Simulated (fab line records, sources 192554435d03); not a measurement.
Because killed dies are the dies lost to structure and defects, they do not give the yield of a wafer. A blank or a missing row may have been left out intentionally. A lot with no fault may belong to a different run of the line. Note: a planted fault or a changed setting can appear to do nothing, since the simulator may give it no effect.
8D (eight disciplines) problem report, filled in by code + flow n5 finfet + the parts of the form that need people (team, actions taken, sign-off) are left out

== 1. WHAT IS WRONG ==
Wafers without a fault read 25.12 nm, standard deviation 0.3; cd nm at N5_MOL_CONTACT_COAG_CD_MEAS_84 reads a mean of 22.43 nm on 6 wafers belonging to 2 lots. That puts it -9.0 standard deviations away from the usual mean.
The step: target cd 25.1 nm.
First seen on wafer L232.3, day 9 01:47, on cd sem-02. At this step, 12 wafers from 4 lots have a number in the record. Rule for "out" (also "out of limits"): further than 4 standard deviations from the usual mean. The rest of the wafers with a number are treated as sound.

== 2. WHAT THIS IS AND IS NOT ==
| question                    | is                     | is not                      |
|-----------------------------|------------------------|-----------------------------|
| which readings at this step | cd nm                  | -                           |
| which lots                  | L232, L235             | L218, L221                  |
| which wafers of those lots  | all that have a number | -                           |
| read on which gauges        | cd sem-01, cd sem-02   | cd sem-03                   |
| when                        | from day 9 01:47       | up to then (6 sound wafers) |

== 3. SUSPECTS, AND WHAT RULES EACH OUT ==
Counting: a tool stays on the suspect list if, at a process step up to the reading, it processed all lots that are out and no sound lot following the first of them.
- the gauge at N5_MOL_CONTACT_COAG_CD_MEAS_84: ruled out. The wafers that are out were read on 2 gauges (cd sem-01, cd sem-02).
- euv scanner-02 at N5_MOL_CONTACT_COAG_EXPOSE_81 (exposes mask VG, defocus 0 nm): kept. All lots that are out passed through it, beginning with L232 at day 9 01:40, and no sound lot followed; its final sound lot before that point was L218 at day 5 23:29. Out on those wafers are its own readings of exposure dose mJ cm2.
The count leaves euv scanner-02 at N5_MOL_CONTACT_COAG_EXPOSE_81.

== 4. THE CAUSE (what the simulator had put in) ==
Process parameters drifting: euv scanner-02 at N5_MOL_CONTACT_COAG_EXPOSE_81, beginning at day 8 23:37. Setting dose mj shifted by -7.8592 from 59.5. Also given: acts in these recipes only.
After counting, this tool was the only one left.

== 5. SEQUENCE OF EFFECTS, ordered by route ==
Each row: a reading whose mean over the struck wafers that have a number lies more than 3 standard deviations from the usual. Scope: only readings with a usual standard deviation given in the record; hours: median across lots of the time from each lot's start at the first step in this table that gives one to its start at this step; sigmas: change in usual standard deviations.
| hours | step                            | reading              | usual    | on struck wafers | change | sigmas      |
|-------|---------------------------------|----------------------|----------|------------------|--------|-------------|
| 0     | N5_MOL_CONTACT_COAG_EXPOSE_81   | exposure dose mJ cm2 | 59.39    | 52.38            | -7.01  | -77         |
| 0     | N5_MOL_CONTACT_COAG_CD_MEAS_84  | cd nm                | 25.12 nm | 22.43            | -2.69  | -9.0        |
| 1     | N5_MOL_CONTACT_COAG_CD_MEAS_137 | cd nm                | 15.9 nm  | 13.3             | -2.6   | -6.0        |
| 218   | N5_PASSIVATION_PROBE_49         | defect limited yield | 91.2 %   | 12.8             | -78.5  | -56         |
| 218   | N5_PASSIVATION_PROBE_49         | killed at contacts   | 14       | 928              | +914   | +99 or more |
| 218   | N5_PASSIVATION_PROBE_49         | killed dies          | 104      | 1030             | +926   | +54         |
| 218   | N5_PASSIVATION_PROBE_49         | killed on rim        | 14       | 134              | +120   | +30         |
| 218   | N5_PASSIVATION_PROBE_49         | sort_bin_5_function  | 5.2 %    | 60.6             | +55.4  | +55         |
| 218   | N5_PASSIVATION_PROBE_49         | sort_bin_6_memory    | 3.3 %    | 12.9             | +9.6   | +16         |
| 218   | N5_PASSIVATION_PROBE_49         | sort n pass          | 1069     | 150              | -919   | -18         |
| 218   | N5_PASSIVATION_PROBE_49         | sort yield pct       | 91 %     | 13               | -78    | -18         |
It contains these process steps:
- N5_MOL_CONTACT_COAG_EXPOSE_81: exposes mask VG, defocus 0 nm.
- N5_PASSIVATION_PROBE_49

== 6. WHAT WOULD HAVE CAUGHT IT SOONER ==
In this record the first reading out of limits at a measuring or inspecting step was taken at day 9 01:47, 2 hours after the fault began at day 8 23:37.
Tool's own readings at N5_MOL_CONTACT_COAG_EXPOSE_81, exposure dose mJ cm2: out on all struck wafers the step has rows for; an alarm limit on them would have tripped on the first.
Of the lots that are out (2), L235 began N5_MOL_CONTACT_COAG_EXPOSE_81 on euv scanner-02 after day 9 01:47. A tool hold placed at that time would have kept it from harm.
